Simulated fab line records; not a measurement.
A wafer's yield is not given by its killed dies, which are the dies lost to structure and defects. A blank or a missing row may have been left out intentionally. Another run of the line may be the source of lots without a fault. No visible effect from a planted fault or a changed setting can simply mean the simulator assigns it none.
Which tool was responsible?	flow n5_finfet	29 wafers from 10 lots sampled at 3 of the route's 1938 steps

WHAT EACH GAUGE READ, for each wafer
N5_BEOL_M4_RC_MEAS_101. Usual: DIBL_N 36.8 mV/V, standard deviation 1.9; DIBL_P 36.5 mV/V, standard deviation 2.1; IOFF_N 0.17 nA/um, standard deviation 0.038; IOFF_P 0.22 nA/um, standard deviation 0.039; ION_N 675 uA/um, standard deviation 12; ION_P 463 uA/um, standard deviation 7.4; SS_N 71.6 mV/dec, standard deviation 0.71; SS_P 73.4 mV/dec, standard deviation 0.72; VT_N 249 mV, standard deviation 3.3; VT_P -250 mV, standard deviation 3.3.
lot	measured	on	DIBL_N (mV/V)	DIBL_P (mV/V)	IOFF_N (nA/um)	IOFF_P (nA/um)	ION_N (uA/um)	ION_P (uA/um)	SS_N (mV/dec)	SS_P (mV/dec)	VT_N (mV)	VT_P (mV)	flag
L543	day 9 03:22	prober-01	34.4 33.6 34.9	35.3 34.6 35.1	0.14 0.13 0.15	0.19 0.18 0.19	671 657 670	453 455 455	70.9 71.0 70.8	73.0 72.9 73.9	250 252 253	-252 -251 -251	
L544	day 9 05:13	prober-01	34.9 35.7 32.1	33.1 34.4 30.7	0.12 0.13 0.10	0.15 0.16 0.13	653 665 645	449 455 447	71.0 71.1 70.5	72.1 72.6 72.0	254 255 255	-257 -255 -255	
L550	day 11 02:55	prober-01	35.7 35.9 39.1	34.8 34.8 37.4	0.14 0.14 0.20	0.19 0.19 0.22	659 673 669	456 462 454	70.9 70.7 72.3	72.4 73.1 73.4	254 251 249	-251 -251 -250	
L554	day 12 23:21	prober-01	39.0 34.7 41.0	37.3 34.8 40.3	0.23 0.14 0.31	0.27 0.23 0.33	668 682 682	461 480 470	73.2 70.9 72.9	73.8 73.4 75.1	247 251 242	-244 -248 -243	
L555	day 13 03:48	prober-01	36.7 36.0 33.4	37.7 37.0 34.2	0.18 0.17 0.13	0.24 0.23 0.19	675 665 660	467 461 458	72.2 72.5 71.2	73.5 73.2 72.3	247 248 250	-246 -248 -249	
L557	day 13 04:44	prober-02	36.2 38.4 34.2	35.5 37.3 32.5	0.13 0.16 0.11	0.18 0.20 0.14	676 667 673	461 454 456	71.8 72.5 71.4	73.3 73.9 72.3	253 252 254	-256 -251 -257	
L558	day 14 01:41	prober-01	37.3 36.6	37.8 36.4	0.15 0.14	0.19 0.17	673 672	458 455	71.5 71.4	74.0 73.0	253 254	-255 -256	
L563	day 14 21:04	prober-01	36.3 36.0 35.1	35.6 34.3 33.1	0.14 0.12 0.12	0.21 0.19 0.18	661 661 654	463 462 457	71.8 70.5 70.5	72.3 72.2 72.3	252 254 254	-248 -251 -250	
L559	day 14 21:08	prober-02	36.7 39.4 39.3	36.4 38.8 39.0	0.19 0.23 0.24	0.22 0.25 0.25	697 711 712	480 477 474	71.0 70.9 71.5	73.7 73.0 74.3	246 242 244	-250 -249 -249	
L562	day 15 01:47	prober-02	38.5 41.7 36.9	38.1 40.6 34.9	0.20 0.28 0.16	0.25 0.31 0.20	698 685 680	472 470 465	72.2 72.6 71.7	73.8 74.5 73.5	244 242 250	-247 -245 -251	

N5_MIM_TOP_LITHO_OVL_MEAS_11. Usual: for MIM_TOP_OVL the level is 3 nm and the standard deviation is 8.4.
lot	measured	on	MIM_TOP_OVL (nm)	flag
L543	day 12 18:01	overlay-01	-1 16 14	
L544	day 13 07:39	overlay-01	0 -14 -1	
L550	day 15 03:38	overlay-01	17 10 16	
L554	day 16 20:23	overlay-02	4 1 -2	
L555	day 16 20:58	overlay-02	12 7 -3	
L557	day 16 21:22	overlay-02	8 10 -4	
L558	day 18 00:49	overlay-02	14 8	
L563	day 19 08:49	overlay-01	10 8 1	
L559	day 18 14:56	overlay-02	3 10 8	
L562	day 19 08:56	overlay-01	9 2 11	

WHICH TOOL RAN EACH LOT (tool, then ch and the chambers of the sampled wafers, then the start)
lot	N5_MIM_TOP_SPUTTER_03
L543	pvd_sputter-02, day 12 17:35
L544	pvd_sputter-02, day 13 07:06
L550	pvd_sputter-02, day 15 03:05
L554	pvd_sputter-01, day 16 19:50
L555	pvd_sputter-01, day 16 20:32
L557	pvd_sputter-01, day 16 20:56
L558	pvd_sputter-01, day 18 00:24
L563	pvd_sputter-02, day 19 08:24
L559	pvd_sputter-02, day 18 14:24
L562	pvd_sputter-02, day 19 08:31
- N5_MIM_TOP_SPUTTER_03: material TiN, target thk 35 nm, time 89.7 s.

WHAT THE TOOLS THEMSELVES READ (means of the sampled wafers that have a number; where no wafer has one, the mark that the record gives instead)
N5_MIM_TOP_SPUTTER_03. Usual: throttle_valve_pct reads 29.3 % (standard deviation 1.1).
lot	tool	throttle_valve_pct (%)	flag
L543	pvd_sputter-02	29.9	
L544	pvd_sputter-02	30.4	
L550	pvd_sputter-02	29.7	
L554	pvd_sputter-01	29.2	
L555	pvd_sputter-01	29.1	
L557	pvd_sputter-01	29.5	
L558	pvd_sputter-01	29.4	
L563	pvd_sputter-02	29.7	
L559	pvd_sputter-02	29.8	
L562	pvd_sputter-02	29.1	

THE ANSWER, worked out from the rows above alone
Rule: take the mean of a lot's wafers that have a number; if it is more than 3 standard deviations from the usual mean, the lot is off. A lot without any number at a reading at which 4 lots or more have one is off too. All remaining lots with rows at the step are treated as sound. The gauges are gone through in route order, then the tools' own readings, and for those a lot's mean is taken as printed above. At the first step where some lot is off, the reading lying furthest off is the one used; lots without a number count as furthest.
None of the lots is off at any reading shown; this tells nothing.

WHAT HAD BEEN PUT IN BY THE SIMULATOR
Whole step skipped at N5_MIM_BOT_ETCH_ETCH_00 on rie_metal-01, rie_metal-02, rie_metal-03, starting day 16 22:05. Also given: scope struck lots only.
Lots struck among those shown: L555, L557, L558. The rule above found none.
